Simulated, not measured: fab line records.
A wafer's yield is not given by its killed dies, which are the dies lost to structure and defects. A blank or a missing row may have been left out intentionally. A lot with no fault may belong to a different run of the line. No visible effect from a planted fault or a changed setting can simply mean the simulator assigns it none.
Lot-split experiment	flow n5_finfet	route with 1938 steps; 7 lots, 39 wafers read

== THE SPLIT ==
At N5_HKMG_FIN_ETCH_55 (etches SOC in N2/H2, target depth 240 nm, time 300 s), the setting time_s was moved away from the recipe's 300 s on 9 of the 39 wafers read, by -50.7% to +56.3%. The other wafers ran this setting at the recipe's value.

The split's own step is where the reading is taken.

== THE READING ==
SiARC_of_HKMG_FIN_COAT_42.thk_nm (the simulator's own value, which no gauge read), in nm, at N5_HKMG_FIN_ETCH_55 (etches SOC in N2/H2, target depth 240 nm, time 300 s). No usual value for it is given in the file. Across the 30 wafers here that went through the recipe, the average is 20.9 nm and the standard deviation 0.62 nm.

wafer	tool, chamber at the split	time_s as run, s	against the recipe	SiARC_of_HKMG_FIN_COAT_42.thk_nm, nm	against lot-mates on the recipe
L077.1	rie_diel-01, 2	300	recipe	20.8	-
L077.2	rie_diel-01, 0	300	recipe	22	-
L077.3	rie_diel-01, 1	300	recipe	20.6	-
L077.4	rie_diel-01, 0	300	recipe	21.6	-
L077.5	rie_diel-01, 1	300	recipe	20.4	-
L077.6	rie_diel-01, 2	300	recipe	20.6	-
L078.1	rie_diel-03, 3	300	recipe	20.8	-
L078.2	rie_diel-03, 2	300	recipe	21.8	-
L078.3	rie_diel-03, 1	468.8	+56.3%	12.2	-9.1
L078.4	rie_diel-03, 0	468.8	+56.3%	13.8	-7.5
L078.5	rie_diel-03, 3	468.8	+56.3%	12.6	-8.7
L078.6	rie_diel-03, 0	300	recipe	21.4	-
L081.1	rie_diel-05, 2	300	recipe	21	-
L081.2	rie_diel-05, 3	468.1	+56.0%	12.2	-9.2
L081.3	rie_diel-05, 1	300	recipe	21.8	-
L081.4	rie_diel-05, 0	300	recipe	21.4	-
L081.5	rie_diel-05, 3	468.1	+56.0%	12	-9.4
L081.6	rie_diel-05, 2	468.1	+56.0%	13.4	-8.0
L085.1	rie_diel-03, 1	300	recipe	20	-
L085.2	rie_diel-03, 3	300	recipe	20.2	-
L085.4	rie_diel-03, 1	300	recipe	20	-
L086.1	rie_diel-03, 1	300	recipe	20.2	-
L086.2	rie_diel-03, 2	300	recipe	21.6	-
L086.3	rie_diel-03, 3	300	recipe	20.4	-
L086.4	rie_diel-03, 2	300	recipe	21.4	-
L086.5	rie_diel-03, 1	300	recipe	20.4	-
L086.6	rie_diel-03, 3	300	recipe	20.4	-
L095.1	rie_diel-05, 2	300	recipe	21.6	-
L095.2	rie_diel-05, 1	300	recipe	22	-
L095.3	rie_diel-05, 3	300	recipe	20.6	-
L095.4	rie_diel-05, 2	300	recipe	21.2	-
L095.5	rie_diel-05, 3	300	recipe	20.8	-
L095.6	rie_diel-05, 1	300	recipe	21.8	-
L096.1	rie_diel-03, 0	147.8	-50.7%	28	+7.5
L096.2	rie_diel-03, 1	147.8	-50.7%	27.8	+7.3
L096.3	rie_diel-03, 3	300	recipe	20.6	-
L096.4	rie_diel-03, 3	147.8	-50.7%	28	+7.5
L096.5	rie_diel-03, 0	300	recipe	20.6	-
L096.6	rie_diel-03, 1	300	recipe	20.2	-

FIT RESULTS
A straight line over all 39 wafers: SiARC_of_HKMG_FIN_COAT_42.thk_nm changes by -0.144 nm for each +1% of time_s; r = -0.99; the points scatter about the line by 0.63 nm.
The same after taking each lot's own level away (the mean of its wafers on the recipe; 39 wafers): -0.152 nm for each +1%; r = -0.99; scatter 0.51 nm.
The reading moves by 8.6 nm for the largest change in time_s, on that fit.
Measured against the standard deviation above, the lots' own levels, which go from 20.07 to 21.40 nm, span 2.1 times it.
The two slopes are in agreement: the lot-to-lot level therefore moves the slope only a little.
Check: -8.51 nm against its lot-mates is what the line predicts for one of the wafers moved furthest among these (+56.3%) when that wafer is left out of the fit. Against them it came out at -9.13 nm.

== OTHER SPLITS ON THESE WAFERS ==
Other splits were also applied to these wafers ahead of the reading. Each is held against what the fit with the lots' levels taken away leaves over:
other split on the same wafers	wafers away from the commonest value	r with SiARC_of_HKMG_FIN_COAT_42.thk_nm (lot level and that fit taken away)
N5_ZERO_LAYER_PECVD_02 time_s	15	-0.08
N5_FIN_SAQP_SPACER1_ALD_24 ald_cycles	12	-0.03
N5_FIN_CUT_CUT_ETCH_26 target_depth_a	15	+0.11

== THE WHOLE CHAIN: every reading that the file lists as answering this split, in the file's order ==
step	what it does	reading	change (the file's fit)	r (the file's)
N5_HKMG_FIN_ETCH_55	etches SOC in N2/H2, target depth 240 nm, time 300 s	etch.depth_nm (the simulator's own value, which no gauge read)	+2.54 nm for each +1% of the setting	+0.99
N5_HKMG_FIN_ETCH_55	etches SOC in N2/H2, target depth 240 nm, time 300 s	HKMG_FIN.feature_depth_nm (the simulator's own value, which no gauge read)	+2.54 nm for each +1% of the setting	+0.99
N5_HKMG_FIN_ETCH_55	etches SOC in N2/H2, target depth 240 nm, time 300 s	SiARC_of_HKMG_FIN_COAT_42.thk_nm (the simulator's own value, which no gauge read)	-0.152 nm for each +1% of the setting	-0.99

== THE FILE'S OWN FIT ==
SiARC_of_HKMG_FIN_COAT_42.thk_nm changes by -0.152 nm for each +1% of time_s, r = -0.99.
